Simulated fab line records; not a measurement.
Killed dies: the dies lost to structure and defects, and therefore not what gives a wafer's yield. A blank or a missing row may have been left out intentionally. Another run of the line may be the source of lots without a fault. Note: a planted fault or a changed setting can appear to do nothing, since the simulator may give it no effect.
The same fault as seen by 2 desks | flow n5 finfet | every desk sees just its own numbers, and what lay behind them comes last

THE METROLOGY DESK
Lot by lot, what the gauges showed, no matter which tool ran the lot: averages of those sampled wafers that carry a number. Any lot whose mean is over 4 standard deviations away from the usual mean is out of limits and marked OUT; that distance is given in the brackets. Shown here are 7 of its 12 readings, the ones lying furthest out on some lot.
Columns: A = trench depth nm at N5_FIN_SAQP_OCD_MEAS_76, usual 119.6 nm; B = DIBL_N at N5_BEOL_M4_RC_MEAS_101, usual 36.3 mV/V; C = DIBL_P at N5_BEOL_M4_RC_MEAS_101, usual 36.3 mV/V; D = IOFF_N at N5_BEOL_M4_RC_MEAS_101, usual 0.157 nA/um; E = IOFF_P at N5_BEOL_M4_RC_MEAS_101, usual 0.22 nA/um; F = SS_P at N5_BEOL_M4_RC_MEAS_101, usual 73.3 mV/dec; G = VT_P at N5_BEOL_M4_RC_MEAS_101, usual -249 mV
lot  | first seen here | A     | B    | C    | D     | E    | F    | G
L862 | day 2 02:48     | 118.7 | 36.4 | 37.4 | 0.152 | 0.21 | 72.8 | -251
L864 | day 2 13:03     | 119.7 | 35.0 | 34.9 | 0.132 | 0.17 | 72.1 | -254
L871 | day 4 07:49     | 119.7 | 34.7 | 36.4 | 0.162 | 0.24 | 72.6 | -247
L872 | day 4 15:07     | 121.3 | 37.2 | 35.4 | 0.168 | 0.22 | 73.6 | -248
L875 | day 5 05:53     | 120.4 | 34.2 | 34.4 | 0.147 | 0.18 | 73.2 | -254
L877 | day 5 19:14     | 119.6 | 37.1 | 37.0 | 0.148 | 0.22 | 72.9 | -249
L882 | day 7 00:08     | 119.9 | 38.0 | 38.5 | 0.200 | 0.26 | 74.0 | -247
L883 | day 7 07:05     | 120.3 | 36.7 | 36.2 | 0.171 | 0.24 | 74.0 | -248
L884 | day 7 13:23     | 120.4 | 36.5 | 36.9 | 0.166 | 0.26 | 73.7 | -246
Finding of this desk: none of the 9 lots has anything out of limits.

DESK OF THE TOOL OWNER: rie si-05
The tool's own readings at N5_FIN_SAQP_FIN_ETCH_36 (etches the open film in HBr/Cl2/O2, target depth 120 nm, time 50.4 s): means of the sampled wafers that have a number, for each lot that ran on this tool. Any lot whose mean is over 4 standard deviations away from the usual mean is out of limits and marked OUT; that distance is given in the brackets.
Columns: A = HBr_flow_sccm at N5_FIN_SAQP_FIN_ETCH_36, usual 150.0 sccm; B = bias w at N5_FIN_SAQP_FIN_ETCH_36, usual 101.99 W; C = drypump motor current A at N5_FIN_SAQP_FIN_ETCH_36, usual 6.0 A; D = oes product au at N5_FIN_SAQP_FIN_ETCH_36, usual 0.989 a.u.; E = throttle valve pct at N5_FIN_SAQP_FIN_ETCH_36, usual 36.04 %
lot  | first seen here | A     | B                | C   | D     | E
L862 | day 2 06:14     | 150.0 | 101.64           | 6.0 | 0.980 | 36.08
L864 | day 2 16:01     | 150.2 | 102.50           | 5.8 | 0.975 | 36.08
L871 | day 4 10:15     | 150.5 | 102.23           | 6.3 | 0.998 | 36.13
L872 | day 4 17:56     | 150.1 | 109.47 (+26) OUT | 6.0 | 0.996 | 35.82
This desk's verdict: out of limits on L872, starting with L872 at day 4 17:56 (bias w at N5_FIN_SAQP_FIN_ETCH_36). Within limits: L862, L864, L871.

BROUGHT TOGETHER
At day 4 17:56, on L872, the tool owner's desk was in a position to raise an alarm.
At the metrology desk, nothing out of limits was observed.
The metrology desk holds a record of L872, inside its limits.
All the named lots went through N5_FIN_SAQP_FIN_ETCH_36 on rie si-05.

WHAT THE SIMULATOR HAD INSERTED
rie si-05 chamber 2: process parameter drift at N5_FIN_SAQP_FIN_ETCH_36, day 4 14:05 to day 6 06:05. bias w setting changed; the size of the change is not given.
Shown lots that were struck: L872.
How many hours passed from the start of the fault until each desk's first out-of-limits reading: the tool owner's desk, 4.
